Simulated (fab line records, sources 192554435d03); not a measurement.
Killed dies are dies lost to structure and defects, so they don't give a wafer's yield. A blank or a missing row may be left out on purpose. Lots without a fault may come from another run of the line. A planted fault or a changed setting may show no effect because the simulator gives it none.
Split-lot experiment | flow n5_finfet | 7 lots, 21 wafers read, on a route of 1938 steps

THE SPLIT
At N5_BEOL_M9_DESCUM_16 (chemistry O2, time 7.9 s), the setting time_s was moved away from the recipe's 7.9 s on 9 of the 21 wafers read, by -20.9% to +13.5%. The other wafers ran this setting at the recipe's value.

The file shows no step between the split and the reading.

THE READING
CAR-ArF_of_BEOL_M9_COAT_05.thk_nm (the simulator's own value, which no gauge read), in nm, at N5_BEOL_M9_ETCH_61 (etches SiARC in CF4, target depth 39 nm, time 65 s). The file gives no usual value for it. The 12 wafers here that ran the recipe average 55.3 nm, standard deviation 0.15 nm.

wafer  | tool, chamber at the split | time_s as run, s | against the recipe | CAR-ArF_of_BEOL_M9_COAT_05.thk_nm, nm | against lot-mates on the recipe
L076.1 | rie_diel-05, 1,0           | 7.9              | recipe             | 55.4                                  | -
L076.3 | rie_diel-05, 3             | 7.9              | recipe             | 55                                    | -
L076.6 | rie_diel-05, 1,0           | 7.9              | recipe             | 55.2                                  | -
L080.2 | rie_diel-05, 0             | 7.9              | recipe             | 55.4                                  | -
L080.4 | rie_diel-05, 2             | 6.248            | -20.9%             | 56.2                                  | +0.9
L080.6 | rie_diel-05, 0             | 7.9              | recipe             | 55.2                                  | -
L079.2 | rie_diel-02, 2             | 7.9              | recipe             | 55.4                                  | -
L079.3 | rie_diel-02, 0             | 8.665            | +9.7%              | 55                                    | -0.4
L079.5 | rie_diel-02, 0             | 8.665            | +9.7%              | 54.8                                  | -0.6
L084.3 | rie_diel-05, 2             | 7.9              | recipe             | 55.4                                  | -
L084.4 | rie_diel-05, 0             | 7.253            | -8.2%              | 56.2                                  | +0.8
L084.6 | rie_diel-05, 3             | 7.253            | -8.2%              | 56                                    | +0.6
L088.2 | rie_diel-05, 0             | 6.4              | -19.0%             | 56.6                                  | no lot-mate on the recipe
L088.4 | rie_diel-05, 3             | 6.4              | -19.0%             | 56.8                                  | no lot-mate on the recipe
L088.6 | rie_diel-05, 3             | 6.4              | -19.0%             | 56.8                                  | no lot-mate on the recipe
L094.1 | rie_diel-05, 2,3           | 7.9              | recipe             | 55.2                                  | -
L094.3 | rie_diel-05, 2,3           | 7.9              | recipe             | 55.2                                  | -
L094.5 | rie_diel-05, 0             | 8.967            | +13.5%             | 54.8                                  | -0.4
L097.1 | rie_diel-05, 3             | 7.9              | recipe             | 55.4                                  | -
L097.6 | rie_diel-05, 0             | 7.9              | recipe             | 55.4                                  | -
L097.2 | rie_diel-05, 1             | 7.9              | recipe             | 55.6                                  | -
Where a row lists several chambers, the file gives one row for several wafers and doesn't say which wafer went through which chamber.

THE FIT
A straight line over all 21 wafers: CAR-ArF_of_BEOL_M9_COAT_05.thk_nm changes by -0.0604 nm for each +1% of time_s; r = -0.94; the points scatter about the line by 0.22 nm.
The same after taking each lot's own level away (the mean of its wafers on the recipe; 18 wafers): -0.048 nm for each +1%; r = -0.92; scatter 0.16 nm.
On that fit, the largest move of time_s shifts the reading by 1 nm.
The lots' own levels span 55.20 to 55.47 nm, that is 1.8 times the standard deviation above.
So the lot-to-lot level changes the slope: the two fits differ.
Check: with one of the wafers moved furthest among these (-20.9%) left out of the fit, the line predicts +1.19 nm for it against its lot-mates. It came out at +0.9 nm against them.

OTHER SPLITS ON THESE WAFERS
These wafers also went through other splits before the reading. Each is held against what the fit with the lots' levels taken away leaves over:
other split on the same wafers | wafers away from the commonest value | r with CAR-ArF_of_BEOL_M9_COAT_05.thk_nm (lot level and that fit taken away)
N5_BEOL_M8_PECVD_70 temp_c     | 6                                    | -0.29

THE WHOLE CHAIN: every reading that the file lists as answering this split, in the file's order
step                 | what it does                                       | reading                                                                            | change (the file's fit)                | r (the file's)
N5_BEOL_M9_DESCUM_16 | chemistry O2, time 7.9 s                           | CAR-ArF_of_BEOL_M9_COAT_05.thk_nm (the simulator's own value, which no gauge read) | -0.0458 nm for each +1% of the setting | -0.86
N5_BEOL_M9_ETCH_61   | etches SiARC in CF4, target depth 39 nm, time 65 s | CAR-ArF_of_BEOL_M9_COAT_05.thk_nm (the simulator's own value, which no gauge read) | -0.0446 nm for each +1% of the setting | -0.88

THE FILE'S OWN FIT
CAR-ArF_of_BEOL_M9_COAT_05.thk_nm changes by -0.0446 nm for each +1% of time_s, r = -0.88.
